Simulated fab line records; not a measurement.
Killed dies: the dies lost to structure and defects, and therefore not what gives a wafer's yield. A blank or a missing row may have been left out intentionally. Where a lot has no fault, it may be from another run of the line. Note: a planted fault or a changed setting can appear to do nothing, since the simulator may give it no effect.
fab line records	flow nand_harc
[record] lots = 5	wafers = 15	last_day = 33
route steps=1302 shown A_BONDPAD@1211 HYBRID_BOND@1237 THIN_TSV@1244 END@1302
lots with no fault: from the same line, run without faults
start_h: the number of hours between the record's first day and the start of the first shown wafer of the lot	wait_h: hours elapsed since this lot's preceding step	" as in the row above	L1.1+2: several wafers, shown together as one row	- either no value or no given start	* or withheld: withheld	< > ~ a bound
route shown NAME@n: names a module that has steps shown in the file, with the first one's number in the route	usual: the fault-free wafers' mean and standard deviation	same: alike in all rows	chamber/n: place in a boat	sites: readings site by site	_std_site: how widely they spread, as a standard deviation	_edge_site: inner sites' mean taken away from outer sites' mean	radius_mm: for every site, how far away it sits from the centre of the wafer	mask NAME#n: copy n	behind: the tool/chamber that last shaped the wafer	hold: why the lot was held/for how many hours/how that ended	device: transistor that didn't switch, given as n, p or np	end of line: the route-end tests of the same wafers	step lacking rows: just its recipe	killed: dies lost to structure and defects at the first sort, not the wafer's yield	map: a wafer's dies, x killed, . not, _ none there
set.NAME: setting as actually run; set.NAME@STEP: the setting as run at that earlier step	model.NAME: the simulator's own value behind a step, which no gauge read
lots at selected steps of the route; one table per step, one row per wafer
services: the hour from which a tool's chamber was out of use, counted from the record's first day as start_h (under 0 if before that day), plus the number of hours and why
[[steps]]
[step NHARC_A_BONDPAD_EBR_05]
[step NHARC_A_BONDPAD_EXPOSE_06]
[recipe] na = 0.55	dose_mj = 36.99	mask_id = A_BPAD
[step NHARC_A_BONDPAD_PEB_07]
[recipe] peb_temp_c = 128	peb_time_s = 80
[step NHARC_A_BONDPAD_DEVELOP_08]
[recipe] time_s = 50	dev_temp_c = 22
[step NHARC_A_BONDPAD_CD_MEAS_09]
[recipe] target_cd_nm = 500	landing_energy_ev = 500
[usual] cd_nm = 499.9/1.6
lot.wafer	tool	chamber	start_h	wait_h	cd_nm
L119.1	cd_sem-03	0	548.17	-	498.8
L119.2	"	0	"	"	499.4
L119.5	"	0	"	"	497.6
L122.1	cd_sem-03	0	579.64	-	500.2
L122.4	"	0	"	"	499.8
L122.5	"	0	"	"	499.3
L134.2	cd_sem-02	0	704.64	-	501.4
L134.3	"	0	"	"	499.6
L134.6	"	0	"	"	500.7
L138.4	cd_sem-02	0	737.78	-	498.1
L138.5	"	0	"	"	500.0
L138.6	"	0	"	"	500.0
L139.1	cd_sem-01	0	745.00	-	503.7
L139.3	"	0	"	"	502.4
L139.6	"	0	"	"	502.5
[step NHARC_A_BONDPAD_OVL_MEAS_35]
[usual] overlay_x_nm = -1/4.6	overlay_y_nm = 0/6.4
lot.wafer	tool	chamber	start_h	wait_h	overlay_x_nm	overlay_y_nm
L119.1	overlay-02	-	548.26	-	-3	8
L119.2	"	-	"	"	-3	9
L119.5	"	-	"	"	-4	9
L122.1	overlay-02	-	579.73	-	-5	-9
L122.4	"	-	"	"	-5	-9
L122.5	"	-	"	"	-5	-10
L134.2	overlay-01	-	704.72	-	-4	2
L134.3	"	-	"	"	-4	2
L134.6	"	-	"	"	-4	2
L138.4	overlay-02	-	737.86	-	-1	9
L138.5	"	-	"	"	-1	9
L138.6	"	-	"	"	-1	10
L139.1	overlay-02	-	745.09	-	-1	-1
L139.3	"	-	"	"	-1	0
L139.6	"	-	"	"	0	0
[step NHARC_A_BONDPAD_HARDBAKE_10]
[recipe] temp_c = 118	time_s = 65
[step NHARC_A_BONDPAD_DESCUM_11]
[recipe] time_s = 3	o2_flow_sccm = 200	ar_flow_sccm = 0	bias_power_w = 0	chemistry = O2
[usual] drypump_motor_current_A = 5.62/0.25	oes_product_au = 0.996/0.0072	rf_vpp_V = 57.7/0.86	showerhead_plenum_p_Torr = 1.88/0.075	throttle_valve_pct = 11.309/0.0094
lot.wafer	tool	chamber	start_h	wait_h	drypump_motor_current_A	oes_product_au	rf_hours_counter_h	rf_vpp_V	showerhead_plenum_p_Torr	throttle_valve_pct
L119.1	rie_diel-06	3	548.40	-	5.62	1.012	2	58.5	1.91	11.311
L119.2	"	1	"	"	5.84	0.990	2	58.6	1.79	11.309
L119.5	"	2	"	"	5.41	1.009	-	58.2	1.99	11.311
L122.1	rie_diel-06	2	579.85	-	5.42	0.996	3	58.3	1.99	11.309
L122.4	"	3	"	"	5.61	1.004	3	57.7	1.91	11.309
L122.5	"	3	"	"	5.65	0.994	-	56.7	1.91	11.308
L134.3	rie_diel-06	2	704.84	-	5.42	0.993	1	57.6	1.99	11.306
L134.2	"	3	"	"	5.61	0.989	1	58.2	1.91	11.298
L134.6	"	3	"	"	5.65	0.986	-	56.2	1.91	11.305
L138.4	rie_diel-06	3	737.98	-	5.60	0.992	2	56.6	1.91	11.315
L138.5	"	3	"	"	5.64	0.989	-	57.8	1.91	11.332
L138.6	"	0	"	"	5.37	0.997	-	57.6	1.84	11.315
L139.1	rie_diel-06	1	745.22	-	5.83	1.014	2	57.3	1.79	11.310
L139.3	"	2	"	"	5.43	1.012	2	57.1	1.99	11.312
L139.6	"	1	"	"	5.82	1.002	-	57.2	1.79	11.302
[step NHARC_A_BONDPAD_ETCH_34]
[recipe] target_depth_a = 600	overetch_a = 180	time_s = 65.91	ion_energy_ev = 200	n2_flow_sccm = 150	h2_flow_sccm = 150	ar_flow_sccm = 0	rf_w = 400	bias_w = 150	chemistry = N2/H2
[usual] drypump_motor_current_A = 5.62/0.26	oes_product_au = 0.995/0.0068	rf_fwd_power_W = 397.2/1.4	rf_vpp_V = 429.7/2.3	showerhead_plenum_p_Torr = 2.01/0.081	throttle_valve_pct = 14.172/0.0092
lot.wafer	tool	chamber	start_h	wait_h	drypump_motor_current_A	oes_product_au	rf_fwd_power_W	rf_hours_counter_h	rf_vpp_V	showerhead_plenum_p_Torr	throttle_valve_pct
L119.1	rie_diel-06	2	548.49	0.1	5.43	1.000	396.1	2	433.0	2.12	14.173
L119.2	"	3	"	"	5.63	1.000	396.2	2	431.1	2.04	14.187
L119.5	"	1	"	"	5.82	0.995	397.3	-	427.0	1.90	14.169
L122.4	rie_diel-06	1	579.94	0.1	5.81	0.996	396.4	3	426.8	1.90	14.179
L122.1	"	2	"	"	5.42	0.998	396.2	3	430.6	2.12	14.165
L122.5	"	0	"	"	5.37	0.997	397.4	-	428.5	1.96	14.179
L134.2	rie_diel-06	1	704.94	0.1	5.83	1.002	397.3	1	425.8	1.90	14.193
L134.3	"	2	"	"	5.44	0.996	396.3	1	432.1	2.12	14.177
L134.6	"	0	"	"	5.38	0.994	397.0	-	426.9	1.96	14.167
L138.4	rie_diel-06	0	738.09	0.1	5.39	0.999	397.5	2	428.1	1.96	14.178
L138.6	"	1	"	"	5.81	1.003	397.5	-	427.3	1.90	14.181
L138.5	"	2	"	"	5.45	0.999	399.1	-	432.6	2.12	14.173
L139.1	rie_diel-06	2	745.32	0.1	5.43	0.992	395.3	2	434.1	2.12	14.168
L139.3	"	0	"	"	5.38	1.001	396.8	2	429.3	1.96	14.176
L139.6	"	0	"	"	5.37	1.000	399.2	-	428.6	1.96	14.178
[step NHARC_A_BONDPAD_ETCH_12]
[recipe] target_depth_a = 2200	time_s = 110	chf3_flow_sccm = 50	o2_flow_sccm = 10	ar_flow_sccm = 200	rf_w = 500	bias_w = 200	chemistry = CHF3/O2
[step NHARC_A_BONDPAD_CD_MEAS_13]
[usual] cd_nm = 499.3/1.8
lot.wafer	tool	chamber	start_h	wait_h	cd_nm
L119.1	cd_sem-01	-	548.75	-	498.2
L119.2	"	-	"	"	499.8
L119.5	"	-	"	"	496.5
L122.1	cd_sem-01	-	580.17	-	498.2
L122.4	"	-	"	"	498.8
L122.5	"	-	"	"	498.4
L134.2	cd_sem-01	-	705.16	-	500.1
L134.3	"	-	"	"	498.9
L134.6	"	-	"	"	500.5
L138.4	cd_sem-02	-	738.32	-	496.9
L138.5	"	-	"	"	498.5
L138.6	"	-	"	"	497.9
L139.1	cd_sem-02	-	745.58	-	503.3
L139.3	"	-	"	"	502.0
L139.6	"	-	"	"	502.6
[step NHARC_A_BONDPAD_STRIP_15]
[recipe] o2_flow_sccm = 500	ar_flow_sccm = 0	bias_w = 0	chemistry = O2
[step NHARC_A_BONDPAD_ETCH_24]
[recipe] target_depth_a = 300	over_etch_frac = 0.3	time_s = 72.99	ion_energy_ev = 150	cf4_flow_sccm = 50	n2_flow_sccm = 100	ar_flow_sccm = 150	rf_w = 300	bias_w = 100	chemistry = CF4/N2
[usual] cf4_flow_sccm = 49.99/0.15	drypump_motor_current_A = 5.7/0.31	oes_product_au = 0.996/0.0085	rf_fwd_power_W = 297.9/0.99	rf_vpp_V = 313.4/1.7	showerhead_plenum_p_Torr = 2.58/0.091	throttle_valve_pct = 19.794/0.0088
lot.wafer	tool	chamber	start_h	wait_h	cf4_flow_sccm	drypump_motor_current_A	oes_product_au	rf_fwd_power_W	rf_hours_counter_h	rf_vpp_V	showerhead_plenum_p_Torr	throttle_valve_pct
L119.1	rie_diel-12	3	548.98	-	50.01	5.8	1.007	299.0	19	310.8	2.45	19.799
L119.2	"	1	"	"	49.95	6.3	1.000	297.1	19	315.7	2.63	19.785
L119.5	"	2	"	"	50.00	5.2	0.997	298.3	-	313.2	2.60	19.794
L122.1	rie_diel-12	0	580.39	-	49.85	5.8	0.991	298.3	22	314.6	2.66	19.781
L122.4	"	1	"	"	49.95	6.2	0.999	297.3	21	313.9	2.63	19.785
L122.5	"	0	"	"	49.80	5.8	0.997	297.1	-	315.4	2.66	19.806
L134.3	rie_diel-06	0	705.39	-	49.88	5.4	1.014	299.1	1	313.5	2.53	19.790
L134.2	"	1	"	"	49.97	5.8	1.003	296.9	1	312.2	2.46	19.785
L134.6	"	3	"	"	50.44	5.6	1.001	296.8	-	313.3	2.62	19.795
L138.4	rie_diel-06	2	738.55	-	50.08	5.4	0.994	296.5	2	316.2	2.72	19.791
L138.6	"	1	"	"	50.02	5.8	0.997	298.8	-	310.3	2.46	19.787
L138.5	"	2	"	"	50.05	5.4	0.994	297.7	-	315.4	2.72	19.812
L139.3	rie_diel-12	0	745.80	-	49.87	5.8	0.978	296.7	18	314.5	2.64	19.806
L139.1	"	2	"	"	50.09	5.2	0.986	298.3	21	314.0	2.58	19.793
L139.6	"	0	"	"	49.97	5.8	0.991	297.3	-	314.6	2.64	19.783
[step NHARC_A_BONDPAD_STRIP_16]
[recipe] time_s = 600	temp_c = 30	chemistry = post_etch_residue_remover
[step NHARC_A_BONDPAD_DEGAS_25]
[recipe] temp_c = 300	time_s = 60
[usual] heater_power_w = 476/57
lot.wafer	tool	chamber	start_h	wait_h	heater_power_w
L119.1	pvd_sputter-02	-	549.39	-	467
L119.2	"	-	"	"	530
L119.5	"	-	"	"	489
L122.1	pvd_sputter-03	-	580.79	-	395
L122.4	"	-	"	"	484
L122.5	"	-	"	"	486
L134.3	pvd_sputter-01	-	705.78	-	570
L134.2	"	-	"	"	483
L134.6	"	-	"	"	468
L138.4	pvd_sputter-03	-	738.94	-	421
L138.5	"	-	"	"	415
L138.6	"	-	"	"	415
L139.1	pvd_sputter-01	-	746.20	-	562
L139.3	"	-	"	"	479
L139.6	"	-	"	"	491
[step NHARC_A_BONDPAD_PRE_CLEAN_26]
[recipe] time_s = 30	temp_c = 280	gas = H2/He
[step NHARC_A_BONDPAD_PVD_17]
[recipe] target_thk_a = 50	bias_v = 168.6	power_w = 15000	chamber_pressure_pa = 0.12	time_s = 8.06	substrate_temp_c = 50	material = TaN
[usual] chamber_pressure_pa = 0.12002/0.00022	throttle_valve_pct = 30.1/0.74
lot.wafer	tool	chamber	start_h	wait_h	chamber_pressure_pa	throttle_valve_pct
L119.2	pvd_sputter-02	-	-	-	0.11985	30.6
L119.1	"	-	"	"	0.1201	30.2
L119.5	"	-	"	"	0.11998	30.7
L122.1	pvd_sputter-03	-	-	-	0.11999	30.3
L122.4	"	-	"	"	0.12018	29.3
L122.5	"	-	"	"	0.12034	30.1
L134.2	pvd_sputter-01	-	-	-	0.11999	30.6
L134.3	"	-	"	"	0.12013	29.6
L134.6	"	-	"	"	0.11981	30.6
L138.4	pvd_sputter-03	-	-	-	0.12002	30.0
L138.6	"	-	"	"	0.12022	29.9
L138.5	"	-	"	"	0.1203	29.0
L139.3	pvd_sputter-01	-	-	-	0.12003	31.7
L139.1	"	-	"	"	0.12001	30.8
L139.6	"	-	"	"	0.11997	31.5
[step NHARC_A_BONDPAD_PVD_27]
[recipe] target_thk_a = 300	chamber_pressure_pa = 5	power_w = 5000	substrate_temp_c = 30	time_s = 20.49	material = Cu
[usual] chamber_pressure_pa = 5.001/0.0098	throttle_valve_pct = 30.0/0.76
lot.wafer	tool	chamber	start_h	wait_h	chamber_pressure_pa	throttle_valve_pct
L119.2	pvd_sputter-02	-	-	-	5.027	30.1
L119.1	"	-	"	"	4.992	30.1
L119.5	"	-	"	"	5.012	28.3
L122.4	pvd_sputter-03	-	-	-	4.978	30.4
L122.1	"	-	"	"	5.010	29.6
L122.5	"	-	"	"	5.011	29.7
L134.3	pvd_sputter-01	-	-	-	5.000	31.8
L134.2	"	-	"	"	4.992	30.6
L134.6	"	-	"	"	4.999	29.8
L138.4	pvd_sputter-03	-	-	-	5.014	29.8
L138.5	"	-	"	"	4.996	30.6
L138.6	"	-	"	"	4.999	29.9
L139.3	pvd_sputter-01	-	-	-	5.000	30.0
L139.1	"	-	"	"	4.999	31.5
L139.6	"	-	"	"	5.001	29.7
[step NHARC_A_BONDPAD_ECD_18]
[recipe] target_thk_a = 4000	bath_temp_c = 25	material = Cu
[step NHARC_A_BONDPAD_ANNEAL_28]
[recipe] temp_c = 225	time_s = 90
[step NHARC_A_BONDPAD_CMP_19]
[recipe] t_overpolish_s = 30	cu_recess_touch_s = 16	target_thk_nm = 169.82
[step NHARC_A_BONDPAD_THK_MEAS_20]
[recipe] thk_meas_gauge = xrf
[usual] thk_nm = 169.9/1.3
lot.wafer	tool	chamber	start_h	wait_h	thk_nm
L119.1	film_metro-01	-	550.78	-	171.5
L119.2	"	-	"	"	171.0
L119.5	"	-	"	"	171.7
L122.1	film_metro-01	-	582.18	-	169.5
L122.4	"	-	"	"	169.6
L122.5	"	-	"	"	169.0
L134.2	film_metro-01	-	707.18	-	169.4
L134.3	"	-	"	"	169.8
L134.6	"	-	"	"	170.4
L138.4	film_metro-02	-	740.67	-	172.3
L138.5	"	-	"	"	170.3
L138.6	"	-	"	"	172.9
L139.1	film_metro-02	-	747.60	-	169.6
L139.3	"	-	"	"	170.4
L139.6	"	-	"	"	168.6
[step NHARC_A_BONDPAD_SRD_21]
[recipe] time_s = 30	temp_c = 23	dry_time_s = 20	spin_rpm = 1500
[step NHARC_HYBRID_BOND_ACTIVATE_00]
[recipe] time_s = 60	n2_flow_sccm = 200	ar_flow_sccm = 0	bias_power_w = 0	chemistry = N2
[step NHARC_HYBRID_BOND_PRECLEAN_01]
[recipe] time_s = 300	temp_c = 23	chemistry = DIW
[step NHARC_HYBRID_BOND_SRD_02]
[recipe] time_s = 30	temp_c = 23	dry_time_s = 20	spin_rpm = 1500
[step NHARC_HYBRID_BOND_BOND_03]
[recipe] temp_c = 25
[step NHARC_HYBRID_BOND_ANNEAL_04]
[recipe] temp_c = 300	time_s = 7200	ramp_up_c_per_min = 5	ramp_down_c_per_min = 3	idle_temp_c = 100	pressure_atm = 1
[step NHARC_HYBRID_BOND_OVL_MEAS_05]
[usual] overlay_x_nm = 3/34	overlay_y_nm = -1/36
lot.wafer	tool	chamber	start_h	wait_h	overlay_x_nm	overlay_y_nm
L119.1	overlay-02	-	557.43	0.4	36	-19
L119.2	"	-	"	"	64	-2
L119.5	"	-	"	"	9	-12
L122.1	overlay-01	-	592.04	0.4	27	-89
L122.4	"	-	"	"	41	-25
L122.5	"	-	"	"	-25	21
L134.2	overlay-01	-	716.93	0.4	34	-61
L134.3	"	-	"	"	-30	4
L134.6	"	-	"	"	-59	19
L138.4	overlay-02	-	753.49	0.4	2	12
L138.5	"	-	"	"	77	-15
L138.6	"	-	"	"	13	28
L139.1	overlay-02	-	757.74	0.4	72	-50
L139.3	"	-	"	"	2	19
L139.6	"	-	"	"	15	-20
[step NHARC_THIN_TSV_GRIND_00]
[recipe] target_thk_um = 6
[step NHARC_THIN_TSV_CMP_01]
[recipe] target_thk_um = 3
[step NHARC_THIN_TSV_THK_MEAS_02]
[recipe] thk_meas_gauge = ir
[usual] thk_nm = 3041/230
lot.wafer	tool	chamber	start_h	wait_h	thk_nm
L119.1	film_metro-01	-	560.33	-	3128
L119.2	"	-	"	"	3194
L119.5	"	-	"	"	2893
L122.1	film_metro-02	-	593.73	-	3181
L122.4	"	-	"	"	3012
L122.5	"	-	"	"	2970
L134.2	film_metro-02	-	718.65	-	3260
L134.3	"	-	"	"	2918
L134.6	"	-	"	"	3108
L138.4	film_metro-02	-	756.36	0.2	3297
L138.5	"	-	"	"	2913
L138.6	"	-	"	"	2835
L139.1	film_metro-02	-	759.43	0.2	2943
L139.3	"	-	"	"	2746
L139.6	"	-	"	"	3052
[step NHARC_THIN_TSV_SRD_03]
[step NHARC_THIN_TSV_PRECLEAN_41]
[recipe] time_s = *	temp_c = 50	bath_age_min = 0	chemistry = SC1
[step NHARC_THIN_TSV_SRD_42]
[step NHARC_THIN_TSV_DEP_43]
[recipe] target_thk_a = 13285	temp_c = withheld	pressure_torr = 6.5	rf_w = 900	teos_flow_sccm = 161.4	flow_sccm = 2650	target_thk_nm = 1328.5	gas = O2	material = SiO2
[step NHARC_THIN_TSV_DEHYDRATE_04]
[recipe] temp_c = 150	time_s = 120
[step NHARC_THIN_TSV_HMDS_05]
[recipe] time_s = 30
[step NHARC_END_SORT_01]
[recipe] temp_c = 25
[usual] defect_limited_yield = 92.0/2.6	killed_at_array = 50/17	killed_at_other = 0.7/1	killed_at_periphery = 3.4/2.4	killed_dies = 54/17	killed_open = 3.3/1.7	killed_short = 2.5/1.6	sort_bin_2_pct = 2.8/1.1	sort_bin_3_pct = 0.5/0.33	sort_bin_4_pct = 4.6/1.5	sort_n_pass = 623/17	sort_rim_yield_pct = 92/3.8	sort_yield_pct = 92.0/2.6
[same] gross_dies = 677	sort_bin_5_pct[%] = 0	sort_bin_6_pct[%] = 0	sort_bin_7_pct[%] = 0	sort_bin_8_pct[%] = 0	sort_rim_n_gross = 106.00
lot.wafer	tool	chamber	start_h	wait_h	defect_limited_yield[%]	killed_at_array	killed_at_other	killed_at_periphery	killed_dies	killed_open	killed_short	sort_bin_2_pct[%]	sort_bin_3_pct[%]	sort_bin_4_pct[%]	sort_n_pass	sort_rim_yield_pct[%]	sort_yield_pct[%]
L119.1	prober-02	0	575.47	2.5	89.7	66	0	4	70	5	3	4.7	0.7	4.9	607	88	89.7
L119.2	prober-02	0	576.27	2.8	89.8	63	0	6	69	5	2	3.8	0.7	5.6	608	92	89.8
L119.5	prober-02	0	578.68	3.7	94.1	38	0	2	40	7	3	2.4	0.9	2.7	637	90	94.1
L122.1	prober-01	0	612.27	2.5	90.4	54	2	9	65	7	3	3.7	0.7	5.2	612	87	90.4
L122.4	prober-01	0	614.65	3.4	82.6	111	2	5	118	3	0	6.4	3.7	7.4	559	73	82.6
L122.5	prober-01	0	615.44	3.7	88.2	77	0	3	80	1	2	3.8	0.9	7.1	597	92	88.2
L134.2	prober-02	0	735.26	2.8	93.1	45	0	2	47	4	2	1.6	0.4	4.9	630	95	93.1
L134.3	prober-02	0	736.05	3.1	93.6	43	0	0	43	3	3	2.1	0	4.3	634	94	93.6
L134.6	prober-02	0	738.43	4.0	92.0	51	0	3	54	4	4	2.5	0.6	4.9	623	94	92.0
L138.4	prober-02	0	773.57	3.4	89.2	69	1	3	73	4	4	4.0	1.0	5.8	604	85	89.2
L138.5	prober-02	0	774.37	3.7	88.6	75	1	1	77	6	2	4.6	0.7	6.1	600	89	88.6
L138.6	prober-02	0	775.17	4.0	90.7	62	0	1	63	2	0	3.8	0.4	5.0	614	92	90.7
L139.1	prober-01	0	778.80	2.5	91.1	58	0	2	60	4	1	1.2	0.7	6.9	617	94	91.1
L139.3	prober-01	0	780.40	3.1	91.4	55	0	3	58	4	1	3.5	0.7	4.3	619	92	91.4
L139.6	prober-01	0	782.81	4.0	91.7	52	0	4	56	4	1	3.4	0.9	4.0	621	95	91.7
// killed by level:class
L119.1 A_CHANNEL_HOLE_D1:chamber_film_flake=36 A_CHANNEL_HOLE_D2:chamber_film_flake=15 A_STAIRCASE:chamber_film_flake=6 A_CONTACT:chamber_film_flake=3 A_CHANNEL_FILL_D1:geometric_particle:open=2 A_WL_FILL:geometric_particle:short=2 P_M0:geometric_particle:short=1 P_M0:geometric_particle:open=1
L119.2 A_CHANNEL_HOLE_D2:chamber_film_flake=40 A_CHANNEL_HOLE_D1:chamber_film_flake=15 P_GATE:chamber_film_flake=5 A_WL_FILL:geometric_particle:open=2 A_CONTACT:chamber_film_flake=2 P_GATE:geometric_particle:open=1 A_SOURCE_PLATE:geometric_particle:short=1 A_ONON_D1:geometric_particle:short=1
L119.5 A_CHANNEL_HOLE_D2:chamber_film_flake=10 A_CHANNEL_HOLE_D1:chamber_film_flake=9 A_STAIRCASE:chamber_film_flake=6 A_CHANNEL_FILL_D1:geometric_particle:open=2 P_GATE:chamber_film_flake=2 A_ZERO_WELL:chamber_film_flake=2 A_SOURCE_PLATE:geometric_particle:short=1 A_ONON_D1:geometric_particle:open=1
L122.1 A_SLIT:chamber_film_flake=18 A_CHANNEL_HOLE_D1:chamber_film_flake=14 A_CHANNEL_HOLE_D2:chamber_film_flake=9 P_GATE:chamber_film_flake=8 A_CHANNEL_FILL_D1:geometric_particle:open=3 A_CONTACT:chamber_film_flake=2 THIN_TSV:chamber_film_flake=2 A_ONON_D1:geometric_particle:short=1
L122.4 A_BONDPAD:unspecified=65 A_CHANNEL_HOLE_D1:chamber_film_flake=15 A_SLIT:chamber_film_flake=14 A_CHANNEL_HOLE_D2:chamber_film_flake=9 P_GATE:chamber_film_flake=4 THIN_TSV:chamber_film_flake=2 A_CHANNEL_FILL_D1:geometric_particle:open=1 A_CHANNEL_FILL_D2:geometric_particle:open=1
L122.5 A_CHANNEL_HOLE_D1:chamber_film_flake=36 A_SLIT:chamber_film_flake=26 A_CHANNEL_HOLE_D2:chamber_film_flake=11 P_GATE:chamber_film_flake=3 A_CHANNEL_FILL_D1:geometric_particle:open=1 A_CHANNEL_FILL_D1:geometric_particle:short=1 A_CHANNEL_FILL_D2:geometric_particle:short=1 A_WL_FILL:chamber_film_flake=1
L134.2 A_CHANNEL_HOLE_D2:chamber_film_flake=21 A_CHANNEL_HOLE_D1:chamber_film_flake=9 A_STAIRCASE:chamber_film_flake=4 A_CHANNEL_FILL_D2:geometric_particle:open=2 A_DECK1_JOINT:chamber_film_flake=2 A_CONTACT:chamber_film_flake=2 A_SOURCE_PLATE:geometric_particle:open=1 A_CHANNEL_FILL_D1:geometric_particle:short=1
L134.3 A_CHANNEL_HOLE_D2:chamber_film_flake=18 A_STAIRCASE:chamber_film_flake=8 A_CHANNEL_HOLE_D1:chamber_film_flake=7 A_SLIT:chamber_film_flake=3 A_ONON_D2:geometric_particle:short=1 A_ONON_D2:geometric_particle:open=1 A_CHANNEL_FILL_D2:geometric_particle:short=1 A_BLC:geometric_particle:open=1
L134.6 A_CHANNEL_HOLE_D2:chamber_film_flake=21 A_CONTACT:chamber_film_flake=9 A_CHANNEL_HOLE_D1:chamber_film_flake=8 A_STAIRCASE:chamber_film_flake=4 A_DECK1_JOINT:chamber_film_flake=2 A_SLIT:chamber_film_flake=2 P_STI:geometric_particle:short=1 P_STI:geometric_particle:open=1
L138.4 A_SLIT:chamber_film_flake=22 A_CHANNEL_HOLE_D2:chamber_film_flake=18 A_CHANNEL_HOLE_D1:chamber_film_flake=13 A_CONTACT:chamber_film_flake=6 A_CHANNEL_FILL_D1:chamber_film_flake=2 P_M0:geometric_particle:open=1 P_M0:geometric_particle:short=1 A_CHANNEL_HOLE_D1:geometric_particle:short=1
L138.5 A_SLIT:chamber_film_flake=31 A_CHANNEL_HOLE_D2:chamber_film_flake=15 A_CONTACT:chamber_film_flake=9 A_CHANNEL_HOLE_D1:chamber_film_flake=8 A_STAIRCASE:chamber_film_flake=4 A_SOURCE_PLATE:geometric_particle:open=2 A_ONON_D2:geometric_particle:short=2 P_M2:geometric_particle:open=1
L138.6 A_SLIT:chamber_film_flake=29 A_CHANNEL_HOLE_D2:chamber_film_flake=20 A_CHANNEL_HOLE_D1:chamber_film_flake=9 A_CONTACT:chamber_film_flake=2 A_SOURCE_PLATE:geometric_particle:open=1 A_CHANNEL_FILL_D1:geometric_particle:open=1 P_GATE:chamber_film_flake=1
L139.1 A_CHANNEL_HOLE_D2:chamber_film_flake=27 A_CHANNEL_HOLE_D1:chamber_film_flake=12 A_SLIT:chamber_film_flake=6 A_CONTACT:chamber_film_flake=4 A_M0:chamber_film_flake=3 A_SOURCE_PLATE:geometric_particle:open=1 A_DECK1_JOINT:geometric_particle:short=1 A_CONTACT:geometric_particle:open=1
L139.3 A_CHANNEL_HOLE_D2:chamber_film_flake=26 A_CHANNEL_HOLE_D1:chamber_film_flake=8 A_CONTACT:chamber_film_flake=8 A_SLIT:chamber_film_flake=4 P_ZERO_WELL:chamber_film_flake=3 A_DECK1_JOINT:chamber_film_flake=2 A_STAIRCASE:chamber_film_flake=2 A_ONON_D2:geometric_particle:short=1
L139.6 A_CHANNEL_HOLE_D2:chamber_film_flake=20 A_SLIT:chamber_film_flake=9 A_CONTACT:chamber_film_flake=9 A_CHANNEL_HOLE_D1:chamber_film_flake=8 A_M0:chamber_film_flake=2 P_ZERO_WELL:chamber_film_flake=2 P_GATE:geometric_particle:open=1 A_WL_FILL:geometric_particle:open=1
// map L122.4 (x killed, . not)
____________.____________
_________......._________
_______.x........._______
______.............______
_____..............._____
____...............x.____
____..............x..____
___..........x........___
___...................___
__..............x......__
__.....................__
_.....x................._
_......................x_
_......................._
_......................._
_.........x............._
.x..................x....
xx..x....................
xxxxxx...................
xxxxx.x..................
xxxxxx...................
_xxxxxx................._
_xxxxx...........x.x..x._
_xxxxxx..x........x.xx.._
_xxxxx.............xxxxx_
_xxxxxx..........x.xx..._
__xxxx...........x.xx..__
__xxxxx...........xxx.x__
___xx.x.............xx___
___xx.x..........x...x___
____x................____
____.........x.......____
_____.........xxx..._____
______........xxx..______
_______.....xxxx.._______
_________.x.xxxx_________
____________x____________
// map L139.1 (x killed, . not)
____________.____________
_________......._________
_______..........._______
______........xx...______
_____..............._____
____.................____
____.....x..x........____
___.............x.....___
___...x...............___
__..x.x................__
__.....................__
_..x..x................._
_......................._
_......................._
_......................._
_......................._
.........................
.........................
.........................
.........................
.................x.......
_.....x............x...._
_.......x..x.......x...._
_......x........x......._
_.....x..............x.._
_.....x..............xx._
__......x..........x.x.__
__............x..x.....__
___...x.............x.___
___.........xx.x...xx.___
____...x.....x.x.x...____
____........xxxx.x...____
_____.....xx.xxxx..._____
______.......xxx...______
_______.....xx.x.._______
_________...xxx._________
____________x____________
[[services]]
tool	chamber	start_h	hours	kind
pvd_sputter-03	-	526.02	10.0	pm
rie_diel-12	2	531.48	8.4	repair
rie_diel-06	0	542.20	-	clean
rie_diel-06	1	542.20	-	clean
rie_diel-06	2	542.20	-	clean
rie_diel-06	3	542.20	-	clean
rie_diel-06	0	546.42	30.2	repair
rie_diel-06	1	566.70	-	clean
rie_diel-06	2	566.70	-	clean
rie_diel-06	1	582.34	6.6	repair
pvd_sputter-01	-	586.00	10.0	pm
rie_diel-06	0	594.68	8.7	repair
rie_diel-12	1	594.74	4.0	repair
rie_diel-12	2	608.01	8.6	repair
rie_diel-12	-	622.52	9.0	pm
rie_diel-06	-	631.38	6.3	repair
pvd_sputter-02	-	638.00	10.0	pm
rie_diel-06	-	661.20	9.0	pm
pvd_sputter-01	-	671.57	7.4	repair
rie_diel-06	1	676.15	15.4	repair
rie_diel-06	0	677.05	10.7	repair
pvd_sputter-02	-	682.77	3.9	repair
pvd_sputter-03	-	704.02	10.0	pm
rie_diel-06	3	742.37	4.1	repair
[[key]]
[first_sign] step = NHARC_END_SORT_01	reading = defect_limited_yield	direction = down	sigmas = 3.7	usual = 92.0	struck = 82.6
[effect] step = NHARC_END_SORT_01	reading = killed_dies	direction = up	sigmas = 3.7	usual = 54	struck = 118
[more_kills_born_at] NHARC_A_BONDPAD_ETCH_24@rie_diel-12 = 65
met_at NHARC_A_BONDPAD_ETCH_24
struck_wafers L122.4
onset_between 548.98 580.39
[fault] kind = chamber_particle_source	tool = rie_diel-12	chamber = 1	onset_h = 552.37	steps = NHARC_A_BONDPAD_ETCH_24	rate_per_visit_cm2 = 1.6064	end_h = 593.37
